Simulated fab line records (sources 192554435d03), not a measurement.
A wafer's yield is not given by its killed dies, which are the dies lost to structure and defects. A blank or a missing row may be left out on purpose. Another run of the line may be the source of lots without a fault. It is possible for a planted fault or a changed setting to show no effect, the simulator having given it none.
Which of the tools did it? -- flow n5-finfet -- Sampling: 24 lots, 72 wafers, 5 of 1938 route steps

## WHAT EACH GAUGE READ, for each wafer
N5_BEOL_M12_CD_MEAS_17: the cd target is 140 nm.
lot,measured,on,cd-nm (nm)
L074,day 12 06:19,cd-sem-03,141.1 141.7 144.1
L075,day 13 14:58,cd-sem-01,139.6 138.9 139.5
L076,day 13 22:51,cd-sem-01,138.1 140.2 139.1
L077,day 14 04:07,cd-sem-03,141.0 141.2 138.0
L078,day 14 13:26,cd-sem-01,142.6 142.2 144.5
L080,day 14 20:49,cd-sem-02,142.2 145.7 143.6
L081,day 15 00:03,cd-sem-03,141.6 140.6 140.7
L083,day 15 02:26,cd-sem-02,140.2 141.3 140.7
L082,day 15 09:39,cd-sem-02,139.8 140.7 141.9
L084,day 15 10:25,cd-sem-02,142.5 140.8 141.6
L086,day 15 22:05,cd-sem-01,141.9 138.1 141.4
L092,day 15 23:07,cd-sem-02,141.1 142.7 141.8
L085,day 16 01:55,cd-sem-01,140.3 141.9 138.5
L088,day 16 16:23,cd-sem-02,141.4 139.6 140.8
L087,day 16 22:52,cd-sem-01,141.1 141.8 140.5
L089,day 16 23:02,cd-sem-02,144.6 141.8 141.9
L090,day 17 04:14,cd-sem-02,140.8 140.6 141.8
L091,day 17 04:43,cd-sem-01,141.5 140.7 139.9
L093,day 17 09:30,cd-sem-02,136.7 140.3 139.7
L097,day 18 14:36,cd-sem-02,141.3 140.3 143.5
L096,day 18 15:20,cd-sem-02,143.9 140.8 142.6
L079,day 18 15:37,cd-sem-01,137.7 140.8 140.6
L094,day 19 08:23,cd-sem-03,139.7 141.8 139.9
L095,day 19 13:22,cd-sem-02,142.6 144.4 141.7

N5_BEOL_M12_OCD_MEAS_35.
lot,measured,on,trench-depth-nm (nm)
L074,day 12 07:19,ocd-01,315 310 311
L075,day 13 15:54,ocd-02,319 318 319
L076,day 13 23:55,ocd-02,326 314 318
L077,day 14 05:03,ocd-02,317 317 320
L078,day 14 14:22,ocd-01,314 315 317
L080,day 14 21:56,ocd-01,321 320 319
L081,day 15 00:59,ocd-01,325 320 326
L083,day 15 03:34,ocd-01,317 314 316
L082,day 15 10:58,ocd-02,320 322 316
L084,day 15 11:26,ocd-02,318 320 324
L086,day 15 23:10,ocd-01,312 322 321
L092,day 16 00:14,ocd-01,326 319 312
L085,day 16 02:51,ocd-02,313 311 312
L088,day 16 17:27,ocd-01,319 319 314
L087,day 16 23:53,ocd-01,319 315 318
L089,day 17 00:01,ocd-01,321 312 321
L090,day 17 05:22,ocd-01,314 316 311
L091,day 17 05:39,ocd-02,320 324 313
L093,day 17 10:27,ocd-02,320 320 324
L097,day 18 15:47,ocd-02,312 317 318
L096,day 18 16:16,ocd-01,320 323 322
L079,day 18 16:40,ocd-01,321 318 316
L094,day 19 09:19,ocd-02,325 322 316
L095,day 19 14:26,ocd-01,317 317 323

N5_BEOL_M12_INSPECT_55: inspects for defects (darkfield).
lot,measured,on,raw-defect-count
L074,day 12 11:34,defect-inspect-02,104 66 92
L075,day 13 19:33,defect-inspect-01,55 93 61
L076,day 14 02:31,defect-inspect-02,42 59 39
L077,day 14 07:33,defect-inspect-01,106 64 78
L078,day 14 20:16,defect-inspect-01,65 106 147
L080,day 14 23:44,defect-inspect-02,55 47 33
L081,day 15 06:08,defect-inspect-01,63 44 53
L083,day 15 07:01,defect-inspect-02,43 56 71
L082,day 15 13:53,defect-inspect-02,41 51 86
L084,day 15 15:41,defect-inspect-02,65 54 54
L086,day 16 02:19,defect-inspect-01,74 90 53
L092,day 16 04:19,defect-inspect-01,63 59 50
L085,day 16 11:55,defect-inspect-02,79 54 93
L088,day 16 21:58,defect-inspect-01,92 94 76
L087,day 17 02:41,defect-inspect-02,91 87 108
L089,day 17 03:20,defect-inspect-01,98 80 75
L090,day 17 09:32,defect-inspect-01,52 84 61
L091,day 17 15:49,defect-inspect-02,62 73 63
L093,day 17 17:32,defect-inspect-01,70 59 54
L097,day 18 18:42,defect-inspect-02,75 37 41
L096,day 18 19:20,defect-inspect-02,62 55 158
L079,day 18 19:23,defect-inspect-01,49 62 61
L094,day 19 12:16,defect-inspect-02,45 51 54
L095,day 19 18:13,defect-inspect-01,95 126 141

N5_BEOL_M13_INSPECT_30: inspects for defects (macro).
lot,measured,on,raw-defect-count
L074,day 12 13:04,defect-inspect-02,3 2 3
L075,day 13 21:10,defect-inspect-01,3 1 0
L076,day 14 05:27,defect-inspect-01,2 1 3
L077,day 14 09:03,defect-inspect-01,1 1 2
L078,day 14 22:01,defect-inspect-01,2 2 3
L080,day 15 01:41,defect-inspect-02,2 3 1
L081,day 15 07:46,defect-inspect-02,1 1 1
L083,day 15 08:38,defect-inspect-01,4 0 0
L082,day 15 15:44,defect-inspect-02,3 3 1
L084,day 15 17:18,defect-inspect-02,1 3 1
L086,day 16 03:57,defect-inspect-01,4 4 1
L092,day 16 05:56,defect-inspect-01,0 1 3
L085,day 16 13:38,defect-inspect-01,1 1 1
L088,day 16 23:27,defect-inspect-02,3 4 4
L087,day 17 04:34,defect-inspect-02,6 1 2
L089,day 17 05:14,defect-inspect-02,1 3 2
L090,day 17 11:12,defect-inspect-01,6 2 1
L091,day 17 17:51,defect-inspect-01,4 0 2
L093,day 17 19:21,defect-inspect-02,1 2 2
L097,day 18 20:19,defect-inspect-02,1 3 2
L096,day 18 21:05,defect-inspect-02,4 1 0
L079,day 18 21:15,defect-inspect-01,1 5 1
L094,day 19 13:50,defect-inspect-02,2 2 4
L095,day 19 19:50,defect-inspect-02,3 3 1

## WHICH TOOL RAN EACH LOT (tool, then ch and the chambers of the sampled wafers, then the start)
lot,N5_BEOL_M12_SPUTTER_43
L074,"pvd-sputter-03, day 12 10:19"
L075,"pvd-sputter-03, day 13 18:23"
L076,"pvd-sputter-02, day 14 01:20"
L077,"pvd-sputter-02, day 14 06:20"
L078,"pvd-sputter-02, day 14 19:05"
L080,"pvd-sputter-03, day 14 22:33"
L081,"pvd-sputter-02, day 15 04:59"
L083,"pvd-sputter-02, day 15 05:36"
L082,"pvd-sputter-01, day 15 12:31"
L084,"pvd-sputter-03, day 15 14:22"
L086,"pvd-sputter-01, day 16 00:58"
L092,"pvd-sputter-03, day 16 03:08"
L085,"pvd-sputter-03, day 16 10:13"
L088,"pvd-sputter-03, day 16 20:13"
L087,"pvd-sputter-02, day 17 01:29"
L089,"pvd-sputter-03, day 17 01:58"
L090,"pvd-sputter-03, day 17 08:17"
L091,"pvd-sputter-02, day 17 14:01"
L093,"pvd-sputter-03, day 17 16:15"
L097,"pvd-sputter-01, day 18 17:25"
L096,"pvd-sputter-02, day 18 17:55"
L079,"pvd-sputter-03, day 18 17:55"
L094,"pvd-sputter-01, day 19 10:58"
L095,"pvd-sputter-02, day 19 17:02"
- N5_BEOL_M12_SPUTTER_43: material TaN, target thk 15 nm, time 24.19 s.

## AS READ BY THE TOOLS THEMSELVES (means over the sampled wafers that have a number; for cases with no such wafer, the mark the record gives instead)
N5_BEOL_M12_SPUTTER_43.
lot,tool,throttle-valve-pct (%)
L074,pvd-sputter-03,29.8
L075,pvd-sputter-03,30.1
L076,pvd-sputter-02,29.1
L077,pvd-sputter-02,28.2
L078,pvd-sputter-02,30.4
L080,pvd-sputter-03,29.3
L081,pvd-sputter-02,29.2
L083,pvd-sputter-02,29.2
L082,pvd-sputter-01,29.9
L084,pvd-sputter-03,30.3
L086,pvd-sputter-01,29.9
L092,pvd-sputter-03,30.3
L085,pvd-sputter-03,30.0
L088,pvd-sputter-03,30.8
L087,pvd-sputter-02,29.5
L089,pvd-sputter-03,30.9
L090,pvd-sputter-03,29.9
L091,pvd-sputter-02,29.1
L093,pvd-sputter-03,29.2
L097,pvd-sputter-01,29.6
L096,pvd-sputter-02,30.2
L079,pvd-sputter-03,31.0
L094,pvd-sputter-01,29.3
L095,pvd-sputter-02,29.4

## THE ANSWER, worked out from the rows above alone
Rule: the usual values come from the lots themselves. Put in order of their means at a reading, lots are off if they are a third of the lots or fewer, leave a main group of 4 or more, and stand apart from it by a gap of 3 or more times the standard deviation of the main group's means; of several such gaps the widest counts. A main group whose means are all the same, to the digits that the tables above print for the reading, isn't used. A lot without any number at a reading at which 4 lots or more have one is off too. Where the step has rows for the other lots, those lots are counted as sound. First the gauges in route order, then the tools' own readings, where a lot's mean is used as printed above. The first step at which some lot is off is used, and at that step the reading that is off furthest; a lot without a number counts as furthest.
No lot is off at any reading shown: from this, nothing can be told.

## WHAT HAD BEEN PUT IN BY THE SIMULATOR
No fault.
